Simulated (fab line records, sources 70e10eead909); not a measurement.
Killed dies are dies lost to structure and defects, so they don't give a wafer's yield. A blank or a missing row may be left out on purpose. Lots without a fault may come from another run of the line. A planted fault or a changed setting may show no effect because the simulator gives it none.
fab line records | flow nand_harc
record lots=11 wafers=33 last_day=24
route steps=1159 shown A_CONTACT@951 A_BLC@971 END@1159
lots that met no fault: from a run of the same line without faults
start_h: hours from the record's first day to the start of the lot's first wafer shown | wait_h: hours since the lot's step before | " the same as in the row above | L1.1+2: a row that stands for several wafers | - no value, or no start given | * or withheld: withheld | < > ~ a bound
route shown NAME@n: a module of which the file shows steps, and the number in the route of the first | usual: mean/standard deviation of fault-free wafers | same: alike in all rows | chamber/n: place in a boat | sites: the reading at each site | _std_site: their standard deviation | _edge_site: outer sites' mean less inner sites' | radius_mm: how far each site lies from the wafer's centre | mask NAME#n: copy n | behind: the tool/chamber that last shaped the wafer | hold: why the lot was held/for how many hours/how that ended | device: the transistor (n, p or np) that didn't switch | end of line: the same wafers' tests at the end of the route | a step without rows: its recipe alone | killed: dies lost to structure and defects at the first sort, not the wafer's yield | map: a wafer's dies, x killed, . not, _ none there
set.NAME: the setting as run; set.NAME@STEP: as run at that earlier step | model.NAME: the simulator's own value behind a step, which no gauge read
steps of the route over a sample of lots; a table a step, a row a wafer
services: from which hour (start_h, from the record's first day; less than 0 if before it) a tool's chamber was out of use, for how many hours, and why
## steps
# step NHARC_A_CONTACT_CD_MEAS_15
# usual cd_nm=89.8/0.56
# columns lot.wafer tool chamber start_h wait_h cd_nm
L507.1 cd_sem-01 - 383.06 - 90.4
L507.4 " - " " 90.7
L507.5 " - " " 90.2
L510.3 cd_sem-01 - 391.33 - 89.5
L510.4 " - " " 89.0
L510.6 " - " " 89.5
L509.1 cd_sem-02 - 392.33 - 89.6
L509.2 " - " " 90.2
L509.6 " - " " 90.0
L512.2 cd_sem-01 - 406.23 - 90.1
L512.3 " - " " 90.3
L512.5 " - " " 90.5
L513.1 cd_sem-03 - 408.74 - 89.5
L513.2 " - " " 89.6
L513.3 " - " " 89.8
L514.1 cd_sem-03 - 425.36 - 90.3
L514.4 " - " " 90.3
L514.6 " - " " 90.2
L520.1 cd_sem-03 - 459.03 - 90.2
L520.4 " - " " 89.7
L520.5 " - " " 90.3
L525.2 cd_sem-03 - 482.50 - 89.9
L525.3 " - " " 89.1
L525.6 " - " " 88.9
L524.2 cd_sem-03 - 484.29 - 89.8
L524.4 " - " " 90.5
L524.6 " - " " 89.7
L527.4 cd_sem-02 - 516.92 - 89.6
L527.5 " - " " 89.1
L527.6 " - " " 89.0
L530.3 cd_sem-03 - 522.64 - 89.9
L530.4 " - " " 90.4
L530.6 " - " " 90.1
# step NHARC_A_BLC_EXPOSE_07
# recipe na=1.35 target_cd_nm=100 dose_mj=67.97 mask_id=A_BLC
# usual stage_vel_mm_s=500.02/0.28
# columns lot.wafer tool chamber start_h wait_h mask stage_vel_mm_s
L507.1 arfi_scanner-03 0 387.30 - A_BLC#0 500.34
L507.4 " 0 " " A_BLC#0 500.50
L507.5 " 0 " " A_BLC#0 500.12
L510.3 arfi_scanner-01 0 395.84 - A_BLC#0 500.12
L510.4 " 0 " " A_BLC#0 500.58
L510.6 " 0 " " A_BLC#0 499.74
L509.1 arfi_scanner-02 0 396.57 - A_BLC#0 500.18
L509.2 " 0 " " A_BLC#0 499.94
L509.6 " 0 " " A_BLC#0 499.84
L512.2 arfi_scanner-02 0 417.15 - A_BLC#0 499.99
L512.3 " 0 " " A_BLC#0 499.90
L512.5 " 0 " " A_BLC#0 499.96
L513.1 arfi_scanner-03 0 418.00 - A_BLC#0 499.64
L513.2 " 0 " " A_BLC#0 499.55
L513.3 " 0 " " A_BLC#0 499.90
L514.1 arfi_scanner-03 0 428.08 - A_BLC#0 500.20
L514.4 " 0 " " A_BLC#0 500.11
L514.6 " 0 " " A_BLC#0 499.73
L520.1 arfi_scanner-01 0 462.26 - A_BLC#0 500.16
L520.4 " 0 " " A_BLC#0 500.08
L520.5 " 0 " " A_BLC#0 500.30
L525.2 arfi_scanner-01 0 497.39 - A_BLC#0 500.14
L525.3 " 0 " " A_BLC#0 500.19
L525.6 " 0 " " A_BLC#0 500.04
L524.2 arfi_scanner-02 0 497.54 - A_BLC#0 499.94
L524.4 " 0 " " A_BLC#0 500.01
L524.6 " 0 " " A_BLC#0 500.15
L527.4 arfi_scanner-03 0 523.24 - A_BLC#0 500.30
L527.5 " 0 " " A_BLC#0 499.79
L527.6 " 0 " " A_BLC#0 500.08
L530.3 arfi_scanner-03 0 525.34 - A_BLC#0 499.73
L530.4 " 0 " " A_BLC#0 499.62
L530.6 " 0 " " A_BLC#0 500.17
# step NHARC_A_BLC_OVL_MEAS_11
# usual overlay_x_nm=-0.1/0.88 overlay_y_nm=0.1/0.88
# columns lot.wafer tool chamber start_h wait_h overlay_x_nm overlay_y_nm
L507.1 overlay-01 - 387.53 - 0.4 -1.9
L507.4 " - " " 0.0 -1.4
L507.5 " - " " 0.7 -2.0
L510.3 overlay-02 - 396.07 - -0.5 -0.5
L510.4 " - " " -0.4 -0.3
L510.6 " - " " -0.4 -0.8
L509.1 overlay-02 - 396.81 - -1.3 -1.0
L509.2 " - " " -0.5 -0.9
L509.6 " - " " -1.1 -1.3
L512.2 overlay-02 - 417.37 - -0.4 -0.4
L512.3 " - " " -0.3 0.4
L512.5 " - " " -0.6 0.1
L513.1 overlay-02 - 418.23 - 0.3 -0.6
L513.2 " - " " 0.3 -0.1
L513.3 " - " " 0.5 -0.3
L514.1 overlay-02 - 428.30 - 1.4 0.9
L514.4 " - " " 0.6 1.0
L514.6 " - " " 1.1 0.7
L520.1 overlay-01 - 462.49 - 5.2 -1.8
L520.4 " - " " 5.3 -0.9
L520.5 " - " " 5.3 -1.5
L525.2 overlay-02 - 497.61 - 4.2 0.7
L525.3 " - " " 4.1 0.2
L525.6 " - " " 4.2 0.5
L524.2 overlay-01 - 497.77 - 0.2 -1.1
L524.4 " - " " 0.2 -1.2
L524.6 " - " " 0.6 -1.1
L527.4 overlay-01 - 523.46 - -1.8 0.8
L527.5 " - " " -0.9 1.2
L527.6 " - " " -1.5 0.9
L530.3 overlay-02 - 525.56 - 2.1 1.2
L530.4 " - " " 2.2 0.4
L530.6 " - " " 1.5 0.8
# step NHARC_A_BLC_ETCH_16
# recipe target_depth_a=390 over_etch_frac=0.3 time_s=65 ion_energy_ev=80 cf4_flow_sccm=150 ar_flow_sccm=0 rf_w=300 bias_w=100 chemistry=CF4
# usual drypump_motor_current_A=5.6/0.51 oes_product_au=0.999/0.0072 rf_vpp_V=151.1/1.1 showerhead_plenum_p_Torr=1.76/0.055 throttle_valve_pct=13.284/0.0093
# columns lot.wafer tool chamber start_h wait_h drypump_motor_current_A oes_product_au rf_hours_counter_h rf_vpp_V showerhead_plenum_p_Torr throttle_valve_pct
L507.1 rie_diel-09 3 387.75 0.1 5.4 0.992 12 151.6 1.78 13.291
L507.5 " 3 " " 5.4 0.995 - 152.8 1.78 13.277
L507.4 " 2 " " 6.5 1.000 - 151.0 1.70 13.286
L510.3 rie_diel-09 2 396.28 0.1 6.5 0.996 12 152.0 1.70 13.295
L510.6 " 0 " " 5.1 0.991 - 152.6 1.86 13.283
L510.4 " 3 " " 5.4 0.988 - 150.3 1.78 13.293
L509.1 rie_diel-01 3 397.01 0.1 5.1 1.003 23 151.2 1.83 13.297
L509.2 " 0 " " 5.8 1.000 26 152.3 1.83 13.283
L509.6 " 0 " " 5.8 0.991 - 151.1 1.83 13.290
L512.3 rie_diel-09 1 417.55 0.1 5.1 0.997 15 151.9 1.79 13.277
L512.2 " 0 " " 5.1 1.001 15 153.1 1.86 13.274
L512.5 " 1 " " 5.1 1.008 - 151.6 1.79 13.260
L513.3 rie_diel-09 0 418.41 0.1 5.1 0.998 16 152.4 1.86 13.283
L513.1 " 2 " " 6.5 0.995 15 149.8 1.70 13.282
L513.2 " 3 " " 5.4 1.002 17 151.2 1.78 13.284
L514.1 rie_diel-06 0 428.52 0.1 5.8 1.021 0 152.0 1.73 13.285
L514.6 " 1 " " 6.0 1.003 - 151.8 1.77 13.274
L514.4 " 2 " " 5.1 1.004 - 150.8 1.77 13.287
L520.4 rie_diel-06 3 462.68 0.1 6.0 1.002 3 150.6 1.71 13.264
L520.1 " 1 " " 6.0 1.004 4 152.7 1.76 13.270
L520.5 " 3 " " 6.0 1.008 - 150.0 1.71 13.264
L525.3 rie_diel-09 2 497.79 0.1 6.4 1.008 7 150.2 1.69 13.281
L525.2 " 0 " " 5.1 1.012 6 151.1 1.86 13.286
L525.6 " 3 " " 5.4 0.993 - 149.3 1.77 13.286
L524.2 rie_diel-06 2 497.98 0.1 5.0 1.006 8 150.8 1.76 13.273
L524.6 " 3 " " 6.0 1.008 - 148.9 1.71 13.276
L524.4 " 2 " " 5.0 1.004 - 150.6 1.76 13.296
L527.4 rie_diel-06 3 523.64 0.1 6.0 0.988 9 151.8 1.70 13.303
L527.6 " 3 " " 6.0 0.998 - 151.4 1.70 13.280
L527.5 " 0 " " 5.8 1.003 - 150.3 1.72 13.270
L530.3 rie_diel-06 3 525.75 0.1 6.0 1.004 10 150.6 1.70 13.281
L530.4 " 0 " " 5.8 1.009 11 150.6 1.72 13.283
L530.6 " 1 " " 6.0 0.996 - 149.5 1.76 13.279
# step NHARC_A_BLC_STRIP_29
# recipe cf4_flow_sccm=150 ar_flow_sccm=0 bias_w=0 chemistry=CF4
# usual drypump_motor_current_A=5.6/0.52 oes_product_au=0.999/0.0069 rf_vpp_V=59.4/0.89 showerhead_plenum_p_Torr=1.77/0.056 throttle_valve_pct=13.284/0.0092
# columns lot.wafer tool chamber start_h wait_h drypump_motor_current_A oes_product_au rf_hours_counter_h rf_vpp_V showerhead_plenum_p_Torr throttle_valve_pct
L507.4 rie_diel-09 1 388.83 0.1 5.1 0.997 13 59.1 1.79 13.274
L507.1 " 2 " " 6.5 1.005 11 58.7 1.70 13.282
L507.5 " 3 " " 5.4 1.005 - 60.0 1.78 13.275
L510.4 rie_diel-06 1 397.40 0.1 6.0 0.985 16 59.8 1.77 13.284
L510.3 " 2 " " 5.0 0.993 17 59.9 1.77 13.287
L510.6 " 1 " " 6.0 0.988 - 58.6 1.77 13.281
L509.2 rie_diel-09 3 397.99 0.1 5.4 1.002 14 61.7 1.78 13.281
L509.1 " 2 " " 6.5 0.997 12 59.6 1.70 13.293
L509.6 " 0 " " 5.1 0.993 - 59.2 1.86 13.296
L512.3 rie_diel-01 0 418.50 0.1 5.7 0.994 34 59.7 1.83 13.291
L512.2 " 1 " " 5.5 0.998 35 58.9 1.66 13.290
L512.5 " 0 " " 5.7 0.994 - 59.6 1.83 13.256
L513.3 rie_diel-09 1 419.38 0.1 5.1 1.001 16 59.2 1.79 13.278
L513.2 " 2 " " 6.5 0.996 15 58.9 1.70 13.280
L513.1 " 3 " " 5.4 1.004 17 58.6 1.78 13.284
L514.4 rie_diel-09 2 429.64 0.1 6.4 1.006 16 60.4 1.70 13.291
L514.1 " 0 " " 5.1 1.004 17 59.7 1.86 13.280
L514.6 " 1 " " 5.1 1.010 - 61.0 1.79 13.272
L520.4 rie_diel-09 3 463.63 0.1 5.4 1.006 3 57.6 1.78 13.261
L520.1 " 0 " " 5.1 0.994 3 59.2 1.86 13.284
L520.5 " 3 " " 5.4 1.002 - 60.3 1.78 13.292
L525.3 rie_diel-09 3 498.74 0.1 5.4 0.998 7 59.8 1.77 13.280
L525.2 " 0 " " 5.1 0.993 6 59.7 1.86 13.273
L525.6 " 0 " " 5.1 0.996 - 60.1 1.86 13.283
L524.2 rie_diel-09 3 499.10 0.1 5.4 0.998 7 59.6 1.77 13.279
L524.4 " 1 " " 5.1 0.995 6 59.6 1.79 13.294
L524.6 " 3 " " 5.4 0.992 - 59.9 1.77 13.292
L527.4 rie_diel-09 3 524.65 0.1 5.4 1.003 9 58.1 1.77 13.267
L527.6 " 1 " " 5.1 1.011 - 59.9 1.79 13.300
L527.5 " 2 " " 6.5 1.004 - 58.2 1.69 13.278
L530.3 rie_diel-09 3 526.71 0.1 5.4 1.000 9 58.9 1.77 13.291
L530.4 " 0 " " 5.1 0.992 9 60.2 1.86 13.294
L530.6 " 2 " " 6.5 1.000 - 58.7 1.69 13.282
# step NHARC_END_SORT_01
# recipe temp_c=25
# usual killed_at_array=27/11 killed_at_other=0.7/0.93 killed_at_periphery=2.9/1.9 killed_dies=30/11 killed_open=3.1/1.7 killed_short=1.9/1.3
# same gross_dies=677
# columns lot.wafer tool chamber start_h wait_h killed_at_array killed_at_other killed_at_periphery killed_dies killed_open killed_short
L507.1 prober-02 0 437.03 2.5 11 1 2 14 2 2
L507.4 prober-02 0 439.44 3.4 12 2 4 18 5 3
L507.5 prober-02 0 440.24 3.7 16 0 5 21 5 1
L510.3 prober-01 0 438.12 3.1 21 1 3 25 5 4
L510.4 prober-01 0 438.92 3.4 8 0 2 10 3 1
L510.6 prober-01 0 440.54 4.0 19 0 1 20 1 0
L509.1 prober-02 0 444.89 2.5 16 1 4 21 2 1
L509.2 prober-02 0 445.68 2.8 19 3 4 26 5 0
L509.6 prober-02 0 448.83 3.9 13 2 1 16 1 1
L513.1 prober-02 0 463.70 2.5 15 2 2 19 3 0
L513.2 prober-02 0 464.50 2.8 9 0 2 11 1 3
L513.3 prober-02 0 465.30 3.1 17 0 4 21 4 3
L512.2 prober-01 0 464.54 2.8 28 3 1 32 2 2
L512.3 prober-01 0 465.34 3.1 38 2 3 43 1 4
L512.5 prober-01 0 466.94 3.7 29 0 3 32 4 2
L514.1 prober-02 0 475.34 2.6 26 1 2 29 2 1
L514.4 prober-02 0 477.78 3.5 23 2 3 28 1 2
L514.6 prober-02 0 479.41 4.1 28 1 5 34 6 2
L520.1 prober-01 0 506.50 2.5 26 2 3 31 1 2
L520.4 prober-01 0 508.86 3.4 41 1 4 46 4 4
L520.5 prober-01 0 509.65 3.6 33 1 6 40 6 6
L524.2 prober-02 0 550.49 2.8 31 2 2 35 4 3
L524.4 prober-02 0 552.07 3.4 35 1 2 38 2 2
L524.6 prober-02 0 553.65 3.9 43 1 3 47 2 4
L525.2 prober-01 0 558.17 2.8 15 0 1 16 0 2
L525.3 prober-01 0 558.96 3.1 15 0 4 19 4 1
L525.6 prober-01 0 561.36 4.0 12 0 4 16 6 3
L527.4 prober-02 0 569.96 3.4 14 1 1 16 3 1
L527.5 prober-02 0 570.75 3.7 22 1 3 26 3 1
L527.6 prober-02 0 571.55 4.0 21 0 2 23 4 2
L530.3 prober-02 0 576.90 3.1 28 0 5 33 4 3
L530.4 prober-02 0 577.69 3.4 36 0 7 43 3 1
L530.6 prober-02 0 579.28 4.0 31 0 11 42 3 2
# killed by level:class
L507.1 A_STAIRCASE:chamber_film_flake=3 P_M2:chamber_film_flake=2 A_CHANNEL_HOLE_D1:chamber_film_flake=2 A_SLIT:chamber_film_flake=2 A_ONON_D1:geometric_particle:short=1 A_ONON_D1:geometric_particle:open=1 A_WL_FILL:geometric_particle:short=1 A_M1:geometric_particle:open=1
L510.3 A_STAIRCASE:chamber_film_flake=7 A_CONTACT:geometric_particle:open=3 A_WL_FILL:chamber_film_flake=3 A_CONTACT:chamber_film_flake=3 A_WL_FILL:geometric_particle:short=2 A_CONTACT:geometric_particle:short=2 P_M0:geometric_particle:open=1 A_CHANNEL_FILL_D1:geometric_particle:open=1
L510.4 A_CHANNEL_HOLE_D1:chamber_film_flake=3 P_CONTACT:geometric_particle:open=1 A_SGD_CUT:geometric_particle:open=1 A_CONTACT:geometric_particle:short=1 A_CONTACT:geometric_particle:open=1 P_ZERO_WELL:chamber_film_flake=1 A_STAIRCASE:chamber_film_flake=1 A_CONTACT:chamber_film_flake=1
L507.4 A_CHANNEL_HOLE_D1:chamber_film_flake=2 A_STAIRCASE:chamber_film_flake=2 A_CONTACT:chamber_film_flake=2 P_CONTACT:geometric_particle:open=1 P_BONDPAD:geometric_particle:open=1 A_ONON_D1:geometric_particle:short=1 A_CHANNEL_HOLE_D1:geometric_particle:open=1 A_CHANNEL_FILL_D1:geometric_particle:short=1
L507.5 A_STAIRCASE:chamber_film_flake=4 A_CONTACT:geometric_particle:open=2 P_STI:chamber_film_flake=2 P_M2:chamber_film_flake=2 A_CHANNEL_HOLE_D1:chamber_film_flake=2 A_SLIT:chamber_film_flake=2 P_M2:geometric_particle:open=1 A_CHANNEL_FILL_D1:geometric_particle:open=1
L510.6 A_CONTACT:chamber_film_flake=6 A_STAIRCASE:chamber_film_flake=4 A_WL_FILL:chamber_film_flake=4 A_CHANNEL_HOLE_D1:chamber_film_flake=3 A_CHANNEL_FILL_D1:geometric_particle:open=1 P_STI:chamber_film_flake=1 A_SLIT:chamber_film_flake=1
L509.1 A_SLIT:chamber_film_flake=7 A_CHANNEL_HOLE_D1:chamber_film_flake=4 A_CONTACT:chamber_film_flake=2 P_CONTACT:geometric_particle:open=1 A_ONON_D1:geometric_particle:short=1 A_BLC:geometric_particle:open=1 P_ZERO_WELL:chamber_film_flake=1 P_STI:chamber_film_flake=1
L509.2 A_SLIT:chamber_film_flake=7 A_STAIRCASE:chamber_film_flake=6 THIN_TSV:chamber_film_flake=3 P_ZERO_WELL:chamber_film_flake=2 A_CHANNEL_HOLE_D1:chamber_film_flake=2 P_GATE:geometric_particle:open=1 P_M1:geometric_particle:open=1 A_ONON_D1:geometric_particle:open=1
L509.6 A_SLIT:chamber_film_flake=5 A_STAIRCASE:chamber_film_flake=4 A_CHANNEL_HOLE_D1:chamber_film_flake=2 THIN_TSV:chamber_film_flake=2 P_CONTACT:geometric_particle:short=1 A_WL_FILL:geometric_particle:open=1 A_CONTACT:chamber_film_flake=1
L513.1 A_CHANNEL_HOLE_D1:chamber_film_flake=5 A_STAIRCASE:chamber_film_flake=3 A_CONTACT:chamber_film_flake=3 HYBRID_BOND:chamber_film_flake=2 P_CONTACT:geometric_particle:open=1 A_CHANNEL_FILL_D1:geometric_particle:open=1 A_SLIT:geometric_particle:open=1 P_GATE:chamber_film_flake=1
L513.2 A_CHANNEL_HOLE_D1:chamber_film_flake=4 P_GATE:geometric_particle:short=1 P_CONTACT:geometric_particle:short=1 A_CHANNEL_FILL_D1:geometric_particle:short=1 A_M0:geometric_particle:open=1 A_ZERO_WELL:chamber_film_flake=1 A_STAIRCASE:chamber_film_flake=1 A_CONTACT:chamber_film_flake=1
L512.2 A_CHANNEL_HOLE_D1:chamber_film_flake=12 A_SLIT:chamber_film_flake=6 A_STAIRCASE:chamber_film_flake=3 THIN_TSV:chamber_film_flake=3 A_WL_FILL:chamber_film_flake=2 A_SOURCE_PLATE:geometric_particle:short=1 A_SLIT:geometric_particle:open=1 A_WL_FILL:geometric_particle:open=1
L513.3 A_CHANNEL_HOLE_D1:chamber_film_flake=5 A_STAIRCASE:chamber_film_flake=5 A_CHANNEL_FILL_D1:geometric_particle:short=2 A_CHANNEL_FILL_D1:geometric_particle:open=2 P_STI:chamber_film_flake=2 P_GATE:chamber_film_flake=2 A_ONON_D1:geometric_particle:short=1 A_ONON_D1:geometric_particle:open=1
L512.3 A_CHANNEL_HOLE_D1:chamber_film_flake=17 A_SLIT:chamber_film_flake=10 A_STAIRCASE:chamber_film_flake=5 A_WL_FILL:geometric_particle:short=2 A_CONTACT:chamber_film_flake=2 THIN_TSV:chamber_film_flake=2 P_M0:geometric_particle:open=1 A_CHANNEL_FILL_D1:geometric_particle:short=1
L512.5 A_CHANNEL_HOLE_D1:chamber_film_flake=14 A_SLIT:chamber_film_flake=6 A_CONTACT:chamber_film_flake=4 P_M0:geometric_particle:open=1 A_SOURCE_PLATE:geometric_particle:open=1 A_SOURCE_PLATE:geometric_particle:short=1 A_ONON_D1:geometric_particle:open=1 A_CHANNEL_FILL_D1:geometric_particle:short=1
L514.1 A_STAIRCASE:chamber_film_flake=7 A_CONTACT:chamber_film_flake=7 A_BLC:chamber_film_flake=5 A_CHANNEL_HOLE_D1:chamber_film_flake=4 P_M1:chamber_film_flake=2 A_ONON_D1:geometric_particle:short=1 A_CHANNEL_HOLE_D1:geometric_particle:open=1 A_CONTACT:geometric_particle:open=1
L514.4 A_CONTACT:chamber_film_flake=6 A_BLC:chamber_film_flake=5 A_STAIRCASE:chamber_film_flake=4 A_WL_FILL:chamber_film_flake=3 A_CHANNEL_HOLE_D1:chamber_film_flake=2 THIN_TSV:chamber_film_flake=2 A_WL_FILL:geometric_particle:short=1 A_WL_FILL:geometric_particle:open=1
L514.6 A_STAIRCASE:chamber_film_flake=9 A_CONTACT:chamber_film_flake=8 A_CHANNEL_HOLE_D1:chamber_film_flake=4 A_CONTACT:geometric_particle:open=2 P_STI:chamber_film_flake=2 A_BLC:chamber_film_flake=2 P_STI:geometric_particle:open=1 P_GATE:geometric_particle:short=1
L520.1 A_SLIT:chamber_film_flake=10 A_CONTACT:chamber_film_flake=5 A_STAIRCASE:chamber_film_flake=4 A_CHANNEL_HOLE_D1:chamber_film_flake=3 P_M1:chamber_film_flake=2 THIN_TSV:chamber_film_flake=2 P_M0:geometric_particle:short=1 A_SOURCE_PLATE:geometric_particle:short=1
L520.4 A_SLIT:chamber_film_flake=17 A_CHANNEL_HOLE_D1:chamber_film_flake=9 A_CONTACT:chamber_film_flake=6 A_CONTACT:geometric_particle:short=2 A_BLC:geometric_particle:open=2 P_M1:chamber_film_flake=2 A_STAIRCASE:chamber_film_flake=2 P_CONTACT:geometric_particle:open=1
L520.5 A_SLIT:chamber_film_flake=18 A_CHANNEL_HOLE_D1:chamber_film_flake=4 A_CONTACT:chamber_film_flake=3 A_WL_FILL:geometric_particle:short=2 P_ZERO_WELL:chamber_film_flake=2 P_GATE:geometric_particle:short=1 P_GATE:geometric_particle:open=1 P_CONTACT:geometric_particle:open=1
L524.2 A_CHANNEL_HOLE_D1:chamber_film_flake=13 A_SLIT:chamber_film_flake=13 A_SOURCE_PLATE:geometric_particle:short=2 A_CONTACT:geometric_particle:open=2 THIN_TSV:chamber_film_flake=2 P_GATE:geometric_particle:open=1 P_CONTACT:geometric_particle:open=1 A_CONTACT:geometric_particle:short=1
L524.4 A_CHANNEL_HOLE_D1:chamber_film_flake=18 A_SLIT:chamber_film_flake=11 A_CONTACT:chamber_film_flake=2 P_STI:geometric_particle:short=1 A_ONON_D1:geometric_particle:open=1 A_WL_FILL:geometric_particle:open=1 A_M0:geometric_particle:short=1 P_ZERO_WELL:chamber_film_flake=1
L524.6 A_CHANNEL_HOLE_D1:chamber_film_flake=20 A_SLIT:chamber_film_flake=19 P_GATE:geometric_particle:short=1 P_CONTACT:geometric_particle:open=1 A_CHANNEL_HOLE_D1:geometric_particle:short=1 A_CHANNEL_HOLE_D1:geometric_particle:open=1 A_CHANNEL_FILL_D1:geometric_particle:short=1 A_STAIRCASE:geometric_particle:short=1
L525.2 A_CHANNEL_HOLE_D1:chamber_film_flake=10 A_CONTACT:chamber_film_flake=2 A_CHANNEL_FILL_D1:geometric_particle:short=1 A_M0:geometric_particle:short=1 P_M0:chamber_film_flake=1 A_M1:chamber_film_flake=1
L525.3 A_CHANNEL_HOLE_D1:chamber_film_flake=8 A_CONTACT:chamber_film_flake=2 P_CONTACT:geometric_particle:short=1 P_CONTACT:geometric_particle:open=1 A_SOURCE_PLATE:geometric_particle:open=1 A_CHANNEL_FILL_D1:geometric_particle:open=1 A_CONTACT:geometric_particle:open=1 P_GATE:chamber_film_flake=1
L525.6 A_CHANNEL_HOLE_D1:chamber_film_flake=4 P_M0:geometric_particle:open=2 A_CONTACT:geometric_particle:open=2 P_M1:geometric_particle:short=1 A_SOURCE_PLATE:geometric_particle:open=1 A_CHANNEL_FILL_D1:geometric_particle:open=1 A_CONTACT:geometric_particle:short=1 A_BLC:geometric_particle:short=1
L527.4 A_CHANNEL_HOLE_D1:chamber_film_flake=7 A_CHANNEL_FILL_D1:geometric_particle:open=1 A_CHANNEL_FILL_D1:geometric_particle:short=1 A_CONTACT:geometric_particle:open=1 STARTING-WAFER:geometric_particle:open=1 P_M0:chamber_film_flake=1 A_ZERO_WELL:chamber_film_flake=1 A_SGD_CUT:chamber_film_flake=1
L527.5 A_CHANNEL_HOLE_D1:chamber_film_flake=9 A_M0:chamber_film_flake=5 A_SGD_CUT:chamber_film_flake=3 A_CONTACT:chamber_film_flake=3 P_M0:geometric_particle:open=1 P_M2:geometric_particle:open=1 A_CHANNEL_FILL_D1:geometric_particle:open=1 P_BONDPAD:chamber_film_flake=1
L527.6 A_CHANNEL_HOLE_D1:chamber_film_flake=5 A_SLIT:chamber_film_flake=3 A_WL_FILL:chamber_film_flake=3 A_CONTACT:chamber_film_flake=2 A_M0:chamber_film_flake=2 P_GATE:geometric_particle:open=1 A_SOURCE_PLATE:geometric_particle:open=1 A_CHANNEL_FILL_D1:geometric_particle:short=1
L530.3 A_SLIT:chamber_film_flake=13 A_CHANNEL_HOLE_D1:chamber_film_flake=5 P_GATE:chamber_film_flake=3 A_WL_FILL:chamber_film_flake=2 P_M0:geometric_particle:open=1 A_SGD_CUT:geometric_particle:short=1 A_WL_FILL:geometric_particle:short=1 A_WL_FILL:geometric_particle:open=1
L530.4 A_SLIT:chamber_film_flake=22 A_CHANNEL_HOLE_D1:chamber_film_flake=9 P_GATE:chamber_film_flake=6 A_CONTACT:chamber_film_flake=2 P_GATE:geometric_particle:open=1 A_CHANNEL_FILL_D1:geometric_particle:open=1 A_SGD_CUT:geometric_particle:open=1 A_WL_FILL:geometric_particle:short=1
L530.6 A_SLIT:chamber_film_flake=15 A_CONTACT:chamber_film_flake=8 P_GATE:chamber_film_flake=7 P_ZERO_WELL:chamber_film_flake=2 A_ZERO_WELL:chamber_film_flake=2 A_CHANNEL_HOLE_D1:chamber_film_flake=2 P_CONTACT:geometric_particle:open=1 A_SOURCE_PLATE:geometric_particle:short=1
## services
# columns tool chamber start_h hours kind
arfi_scanner-01 - 368.00 4.0 pm
rie_diel-09 0 384.38 3.8 repair
rie_diel-09 1 385.85 - clean
rie_diel-09 2 385.85 - clean
rie_diel-09 3 385.85 - clean
arfi_scanner-03 - 391.35 14.6 repair
rie_diel-09 1 394.59 9.7 repair
arfi_scanner-03 - 406.07 0.5 repair
rie_diel-09 0 410.35 - clean
arfi_scanner-01 - 413.92 5.4 repair
rie_diel-06 - 418.20 9.0 pm
arfi_scanner-01 - 426.47 0.4 repair
arfi_scanner-02 - 428.00 4.0 pm
rie_diel-09 - 431.12 9.0 pm
rie_diel-09 1 453.67 8.4 repair
rie_diel-01 2 474.95 4.9 repair
arfi_scanner-01 - 477.17 0.9 repair
arfi_scanner-03 - 484.00 4.0 pm
rie_diel-01 - 492.57 9.0 pm
rie_diel-06 1 495.80 11.9 repair
rie_diel-01 0 507.52 17.1 repair
rie_diel-06 2 511.32 6.2 repair
rie_diel-09 - 520.22 0.5 repair
rie_diel-01 - 524.65 0.5 repair
## key
first_sign step=NHARC_A_BLC_OVL_MEAS_11 reading=overlay_x_nm direction=up sigmas=5.5 usual=-0.1 struck=4.7
effect none on later readings
met_at NHARC_A_BLC_EXPOSE_07
struck_lots L520,L525
tester_left_out L520,L525
not_acting_at NHARC_A_CONTACT_CD_MEAS_15,NHARC_A_BLC_ETCH_16,NHARC_A_BLC_STRIP_29
onset_between 395.84 462.26
fault kind=scanner_matching_overlay tool=arfi_scanner-01 chamber=- onset_h=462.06 steps=NHARC_A_BLC_EXPOSE_07 offset=4.9903
# tester_left_out: of these lots the tester's yield and bins aren't shown, on N5 and GAA mostly nor the transistor test; their killed dies are dies lost to structure and defects alone, not to doping, threshold or leakage, so they don't give the yield
